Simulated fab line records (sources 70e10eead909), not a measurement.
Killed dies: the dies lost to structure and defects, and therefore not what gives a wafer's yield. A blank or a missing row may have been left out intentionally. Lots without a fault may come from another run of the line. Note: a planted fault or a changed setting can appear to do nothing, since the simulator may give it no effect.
Which tool is to blame? -- flow nand-harc -- 13 lots, 38 wafers sampled, at 6 steps of a route of 1159

== WHAT THE GAUGES READ, wafer by wafer ==
NHARC_A_SOURCE_PLATE_THK_MEAS_09: measures by ellipsometry.
lot,measured,on,thk-nm (nm)
L777,day 7 07:08,film-metro-02,11.3 9.6 11.3
L779,day 7 10:50,film-metro-02,9.6 8.9 9.0
L778,day 7 10:50,film-metro-01,8.4 9.9 7.5
L781,day 8 02:17,film-metro-01,9.6 9.8 10.6
L784,day 8 21:07,film-metro-01,10.3 11.0 9.2
L785,day 9 04:09,film-metro-01,10.0 7.9 8.0
L788,day 10 01:07,film-metro-02,12.1 9.7
L789,day 10 09:46,film-metro-02,10.2 9.5 9.8
L793,day 11 07:53,film-metro-01,9.0 9.2 10.1
L794,day 11 07:53,film-metro-02,8.9 11.2 10.1
L796,day 11 21:04,film-metro-01,8.8 10.1 9.9
L798,day 12 06:28,film-metro-02,10.7 9.1 9.4
L799,day 12 15:26,film-metro-02,10.5 9.8 9.5

NHARC_A_ONON_D1_THK_MEAS_05: measures by ellipsometry.
lot,measured,on,thk-nm (nm)
L777,day 7 21:23,film-metro-01,996 996 998
L779,day 8 00:58,film-metro-01,984 983 985
L778,day 8 00:58,film-metro-02,980 980 981
L781,day 8 13:52,film-metro-02,1014 1017 1018
L784,day 9 08:59,film-metro-01,994 992 993
L785,day 9 18:52,film-metro-02,1002 1003 1001
L788,day 10 15:38,film-metro-01,1007 1008
L789,day 11 03:15,film-metro-01,1000 997 997
L793,day 11 22:05,film-metro-01,1009 1009 1009
L794,day 11 22:25,film-metro-01,987 987 985
L796,day 12 12:31,film-metro-01,1019 1021 1018
L798,day 12 20:44,film-metro-02,977 977 976
L799,day 13 07:40,film-metro-01,990 989 989

NHARC_A_ONON_D1_THK_MEAS_14: measures by ellipsometry.
lot,measured,on,thk-nm (nm)
L777,day 7 23:06,film-metro-01,1002 1003 1002
L779,day 8 02:40,film-metro-01,1017 1016 1017
L778,day 8 02:40,film-metro-02,990 989 990
L781,day 8 15:34,film-metro-02,985 985 986
L784,day 9 10:41,film-metro-01,828 1005 1005
L785,day 9 20:38,film-metro-02,1014 836 1014
L788,day 10 17:20,film-metro-02,1010 830
L789,day 11 04:58,film-metro-02,998 1001 1000
L793,day 11 23:47,film-metro-01,986 986 987
L794,day 12 00:08,film-metro-02,1022 1024 1022
L796,day 12 14:12,film-metro-01,1009 1009 1008
L798,day 12 22:25,film-metro-02,1006 1004 1006
L799,day 13 09:22,film-metro-02,990 989 990

NHARC_END_SORT_01.
lot,measured,on,killed-at-array,killed-at-other,killed-at-periphery,killed-dies,killed-open,killed-short
L784,day 21 13:59,prober-02,675 25 33,1 1 1,1 4 1,677 30 35,3 4 2,1 1 4
L785,day 22 00:27,prober-02,28 674 24,0 1 1,1 2 4,29 677 29,2 1 4,1 2 5
L788,day 22 23:07,prober-02,33 676,0 0,3 1,36 677,4 4,3 2

== EACH LOT AND THE TOOL THAT RAN IT (in order: tool; ch and the chambers of the sampled wafers; start) ==
lot,NHARC_A_ZERO_WELL_ETCH_19,NHARC_A_ONON_D1_DEP_12
L777,"rie-diel-11 ch 1,2,3, day 7 00:01","pecvd-onon-04 ch 0, day 7 22:41"
L779,"rie-diel-10 ch 1,2,3, day 7 02:08","pecvd-onon-02 ch 0, day 8 02:08"
L778,"rie-diel-10 ch 1,3, day 7 04:07","pecvd-onon-04 ch 0, day 8 02:10"
L781,"rie-diel-02 ch 0,2,3, day 7 17:35","pecvd-onon-02 ch 0, day 8 15:04"
L784,"rie-diel-11 ch 0,1,3, day 8 12:25","pecvd-onon-04 ch 0, day 9 10:11"
L785,"rie-diel-11 ch 2,3, day 8 19:22","pecvd-onon-04 ch 0, day 9 20:17"
L788,"rie-diel-11 ch 0, day 9 16:22","pecvd-onon-04 ch 0, day 10 16:56"
L789,"rie-diel-11 ch 0,2,3, day 10 01:06","pecvd-onon-02 ch 0, day 11 04:34"
L793,"rie-diel-02 ch 0,1,3, day 10 21:40","pecvd-onon-03 ch 0, day 11 23:16"
L794,"rie-diel-02 ch 0,3, day 11 00:00","pecvd-onon-02 ch 0, day 11 23:38"
L796,"rie-diel-10 ch 0,1,3, day 11 12:19","pecvd-onon-02 ch 0, day 12 13:49"
L798,"rie-diel-11 ch 1,2,3, day 11 21:45","pecvd-onon-02 ch 0, day 12 21:55"
L799,"rie-diel-11 ch 0,3, day 12 06:55","pecvd-onon-03 ch 0, day 13 08:55"
- NHARC_A_ZERO_WELL_ETCH_19: etches the open film in N2/H2, target depth 80 nm, overetch 24 nm, time 87.88 s.
- NHARC_A_ONON_D1_DEP_12: target thk 1000 nm.

== AS READ BY THE TOOLS THEMSELVES (means over the sampled wafers that have a number; for cases with no such wafer, the mark the record gives instead) ==
NHARC_A_ZERO_WELL_ETCH_19.
lot,tool,drypump-motor-current-A (A),oes-product-au (a.u.),rf-vpp-V (V),showerhead-plenum-p-Torr (Torr),throttle-valve-pct (%)
L777,rie-diel-11,5.3,1.002,430.7,2.04,14.171
L779,rie-diel-10,5.8,0.995,430.0,2.02,14.173
L778,rie-diel-10,5.5,0.996,429.7,2.00,14.170
L781,rie-diel-02,5.5,0.998,432.6,2.12,14.182
L784,rie-diel-11,5.5,0.996,429.1,2.00,14.168
L785,rie-diel-11,5.2,1.001,430.4,2.03,14.168
L788,rie-diel-11,5.7,0.982,427.4,1.94,14.169
L789,rie-diel-11,5.4,1.006,429.1,1.99,14.174
L793,rie-diel-02,5.9,1.000,432.8,2.12,14.180
L794,rie-diel-02,5.8,0.987,433.4,2.14,14.176
L796,rie-diel-10,5.5,0.993,430.0,2.00,14.167
L798,rie-diel-11,5.3,1.006,431.0,2.04,14.179
L799,rie-diel-11,5.6,1.006,428.2,1.96,14.180

== THE ANSWER, worked out from the rows above alone ==
Rule: the lots themselves supply what counts as usual. The widest of any qualifying gaps counts: lots, ordered by their means at a reading, are off when they make up no more than a third of the lots, leave a main group of 4 or more, and stand apart from it by 3 or more times the standard deviation of that group's means. Not used: any main group whose means are identical at the precision the tables above print for the reading. A lot without any number at a reading at which 4 lots or more have one is off too. All remaining lots with rows at the step are treated as sound. The gauges are gone through in route order, then the tools' own readings, and for those a lot's mean is taken as printed above. At the first step where some lot is off, the reading lying furthest off is the one used; lots without a number count as furthest.
No lot is off at any reading shown: from this, nothing can be told.

== WHAT THE SIMULATOR PUT IN ==
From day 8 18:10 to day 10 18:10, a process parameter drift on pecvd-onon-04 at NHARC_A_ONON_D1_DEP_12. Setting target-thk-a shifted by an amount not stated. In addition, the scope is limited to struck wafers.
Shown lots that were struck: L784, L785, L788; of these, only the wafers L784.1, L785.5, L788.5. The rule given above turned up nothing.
